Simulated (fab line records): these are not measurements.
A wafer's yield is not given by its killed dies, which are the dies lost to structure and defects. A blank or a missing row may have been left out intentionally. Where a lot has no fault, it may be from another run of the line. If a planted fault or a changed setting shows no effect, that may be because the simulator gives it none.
Chamber matching || flow n5 finfet || rie diel-03 running N5_BEOL_M1_STRIP_66: 4 sister chambers
The step strips in CF4. 14 wafers are shown with their chamber, then 7 later ones without.

WAFERS PAIRED WITH THEIR CHAMBERS
{"wafer": "L076.1", "chamber": 1, "drypump motor current A (A)": 6.6, "throttle valve pct (%)": 13.66, "oes product au (a.u.)": 0.77}
{"wafer": "L076.3", "chamber": 0, "drypump motor current A (A)": 6.1, "throttle valve pct (%)": 13.40, "oes product au (a.u.)": 0.85}
{"wafer": "L076.6", "chamber": 3, "drypump motor current A (A)": 6.5, "throttle valve pct (%)": 13.12, "oes product au (a.u.)": 0.90}
{"wafer": "L078.2", "chamber": 2, "drypump motor current A (A)": 5.8, "throttle valve pct (%)": 13.40, "oes product au (a.u.)": 0.79}
{"wafer": "L078.3", "chamber": 1, "drypump motor current A (A)": 6.6, "throttle valve pct (%)": 13.66, "oes product au (a.u.)": 0.77}
{"wafer": "L078.5", "chamber": 0, "drypump motor current A (A)": 6.0, "throttle valve pct (%)": 13.39, "oes product au (a.u.)": 0.84}
{"wafer": "L079.1", "chamber": 3, "drypump motor current A (A)": 6.5, "throttle valve pct (%)": 13.13, "oes product au (a.u.)": 0.90}
{"wafer": "L079.5", "chamber": 3, "drypump motor current A (A)": 6.5, "throttle valve pct (%)": 13.14, "oes product au (a.u.)": 0.90}
{"wafer": "L079.6", "chamber": 0, "drypump motor current A (A)": 6.0, "throttle valve pct (%)": 13.41, "oes product au (a.u.)": 0.84}
{"wafer": "L084.3", "chamber": 2, "drypump motor current A (A)": 5.8, "throttle valve pct (%)": 13.41, "oes product au (a.u.)": 0.77}
{"wafer": "L084.4", "chamber": 3, "drypump motor current A (A)": 6.5, "throttle valve pct (%)": 13.14, "oes product au (a.u.)": 0.88}
{"wafer": "L084.6", "chamber": 1, "drypump motor current A (A)": 6.6, "throttle valve pct (%)": 13.68, "oes product au (a.u.)": 0.77}
{"wafer": "L087.2", "chamber": 1, "drypump motor current A (A)": 6.6, "throttle valve pct (%)": 13.69, "oes product au (a.u.)": 0.75}
{"wafer": "L087.5", "chamber": 3, "drypump motor current A (A)": 6.5, "throttle valve pct (%)": 13.17, "oes product au (a.u.)": 0.87}

SIGNATURES (means of the wafers above)
{"reading": "drypump motor current A", "chamber 0": 6.033, "chamber 1": 6.600, "chamber 2": 5.800, "chamber 3": 6.500, "scatter within a chamber": 0.0258}
{"reading": "throttle valve pct", "chamber 0": 13.4000, "chamber 1": 13.6725, "chamber 2": 13.4050, "chamber 3": 13.1400, "scatter within a chamber": 0.0152}
{"reading": "oes product au", "chamber 0": 0.8433, "chamber 1": 0.7650, "chamber 2": 0.7800, "chamber 3": 0.8900, "scatter within a chamber": 0.0117}
Rule: for a wafer and a chamber, the distance is found by dividing, reading by reading, the gap between the wafer's reading and the chamber's mean by the reading's scatter, squaring, summing and taking the root. If the next closest chamber is less than 2 further off than the closest, the wafer can't be placed; otherwise it belongs to the closest. The scatter is the square root of a quotient: the sum, over the shown wafers, of each reading's squared deviation from its chamber's mean, divided by wafers minus chambers.

WAFERS WITHOUT THEIR CHAMBER
{"wafer": "L087.6", "drypump motor current A (A)": 6.0, "throttle valve pct (%)": 13.45, "oes product au (a.u.)": 0.81}
{"wafer": "L091.2", "drypump motor current A (A)": 5.8, "throttle valve pct (%)": 13.46, "oes product au (a.u.)": 0.76}
{"wafer": "L091.3", "drypump motor current A (A)": 6.0, "throttle valve pct (%)": 13.47, "oes product au (a.u.)": 0.81}
{"wafer": "L091.5", "drypump motor current A (A)": 5.8, "throttle valve pct (%)": 13.46, "oes product au (a.u.)": 0.76}
{"wafer": "L092.1", "drypump motor current A (A)": 6.5, "throttle valve pct (%)": 13.19, "oes product au (a.u.)": 0.85}
{"wafer": "L092.2", "drypump motor current A (A)": 5.8, "throttle valve pct (%)": 13.47, "oes product au (a.u.)": 0.76}
{"wafer": "L092.5", "drypump motor current A (A)": 5.8, "throttle valve pct (%)": 13.46, "oes product au (a.u.)": 0.76}

EACH ONE'S CHAMBER
{"wafer": "L087.6", "from the rows above": 0, "in truth": 0}
{"wafer": "L091.2", "from the rows above": 2, "in truth": 2}
{"wafer": "L091.3", "from the rows above": 0, "in truth": 0}
{"wafer": "L091.5", "from the rows above": 2, "in truth": 2}
{"wafer": "L092.1", "from the rows above": 3, "in truth": 3}
{"wafer": "L092.2", "from the rows above": 2, "in truth": 2}
{"wafer": "L092.5", "from the rows above": 2, "in truth": 2}
7 of 7 placed correctly. Can't be placed from these rows: 0. Wrongly placed: 0.
